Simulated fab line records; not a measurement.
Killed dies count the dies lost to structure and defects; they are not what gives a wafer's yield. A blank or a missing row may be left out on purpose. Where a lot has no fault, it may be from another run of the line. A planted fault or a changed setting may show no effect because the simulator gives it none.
Which of the tools did it? :: flow nand harc :: 18 wafers from 6 lots sampled at 5 of the route's 1159 steps

## WHAT EACH GAUGE READ, for each wafer
NHARC_END_SORT_01.
lot: L569
measured: day 19 19:13
on: prober-02
killed at array: 31 25 25

## EACH LOT AND THE TOOL THAT RAN IT (in order: tool; ch and the chambers of the sampled wafers; start)
lot: L567
NHARC_A_CONTACT_ETCH_50: rie diel-05 ch 0,2,3, day 16 09:35 or earlier
NHARC_A_CONTACT_ETCH_113: har cap etch-01 ch 0,1, day 16 09:35
NHARC_A_CONTACT_ETCH_117: har cap etch-01 ch 0,1, day 16 09:56
NHARC_A_CONTACT_ETCH_90: rie diel-08 ch 1,2,3, day 16 11:05

lot: L569
NHARC_A_CONTACT_ETCH_50: rie diel-05 ch 0,1, day 16 15:28 or earlier
NHARC_A_CONTACT_ETCH_113: har cap etch-01 ch 0,1, day 16 15:28
NHARC_A_CONTACT_ETCH_117: har cap etch-01 ch 0,1, day 16 15:50
NHARC_A_CONTACT_ETCH_90: rie diel-08 ch 1,2,3, day 16 17:01

lot: L575
NHARC_A_CONTACT_ETCH_50: rie diel-08 ch 0,1,2, day 18 19:51 or earlier
NHARC_A_CONTACT_ETCH_113: har cap etch-01 ch 0,1, day 18 19:51
NHARC_A_CONTACT_ETCH_117: har cap etch-01 ch 0,1, day 18 20:13
NHARC_A_CONTACT_ETCH_90: rie diel-08 ch 1,2,3, day 18 21:23

lot: L577
NHARC_A_CONTACT_ETCH_50: rie diel-05 ch 0,2, day 19 10:34 or earlier
NHARC_A_CONTACT_ETCH_113: har cap etch-01 ch 1, day 19 10:34
NHARC_A_CONTACT_ETCH_117: har cap etch-01 ch 1, day 19 10:55
NHARC_A_CONTACT_ETCH_90: rie diel-05 ch 0,1, day 19 12:03

lot: L583
NHARC_A_CONTACT_ETCH_50: rie diel-05 ch 0,2, day 21 19:08 or earlier
NHARC_A_CONTACT_ETCH_113: har cap etch-03 ch 0,1, day 21 19:08
NHARC_A_CONTACT_ETCH_117: har cap etch-03 ch 0,1, day 21 19:29
NHARC_A_CONTACT_ETCH_90: rie diel-08 ch 0,2,3, day 21 20:37

lot: L587
NHARC_A_CONTACT_ETCH_50: rie diel-11 ch 0,2,3, day 22 05:34 or earlier
NHARC_A_CONTACT_ETCH_113: har cap etch-01 ch 0,1, day 22 05:34
NHARC_A_CONTACT_ETCH_117: har cap etch-01 ch 0,1, day 22 06:03
NHARC_A_CONTACT_ETCH_90: rie diel-05 ch 0,1, day 22 07:28
- NHARC_A_CONTACT_ETCH_50: etches the open film in CF4/CHF3, target depth 84.7 nm, time 42.4 s.
- NHARC_A_CONTACT_ETCH_113: etches the open film in C4F8/O2/Ar, time 94 s, target depth 922 nm.
- NHARC_A_CONTACT_ETCH_117: etches the open film in C4F8/O2/Ar, time 94 s, target depth 922 nm.
- NHARC_A_CONTACT_ETCH_90: etches the open film in CH3F/O2, target depth 40 nm, time 85.7 s.

## THE ANSWER, worked out from the rows above alone
Rule: what is usual is taken from the lots themselves. Put in order of their means at a reading, lots are off if they are a third of the lots or fewer, leave a main group of 4 or more, and stand apart from it by a gap of 3 or more times the standard deviation of the main group's means; of several such gaps the widest counts. Not used: any main group whose means are identical at the precision the tables above print for the reading. Also off: a lot with no number at a reading for which 4 or more lots have one. The other lots that the step has rows for count as sound.
No lot is off on any of the readings shown, so nothing can be concluded from this.

## WHAT THE SIMULATOR HAD PUT IN
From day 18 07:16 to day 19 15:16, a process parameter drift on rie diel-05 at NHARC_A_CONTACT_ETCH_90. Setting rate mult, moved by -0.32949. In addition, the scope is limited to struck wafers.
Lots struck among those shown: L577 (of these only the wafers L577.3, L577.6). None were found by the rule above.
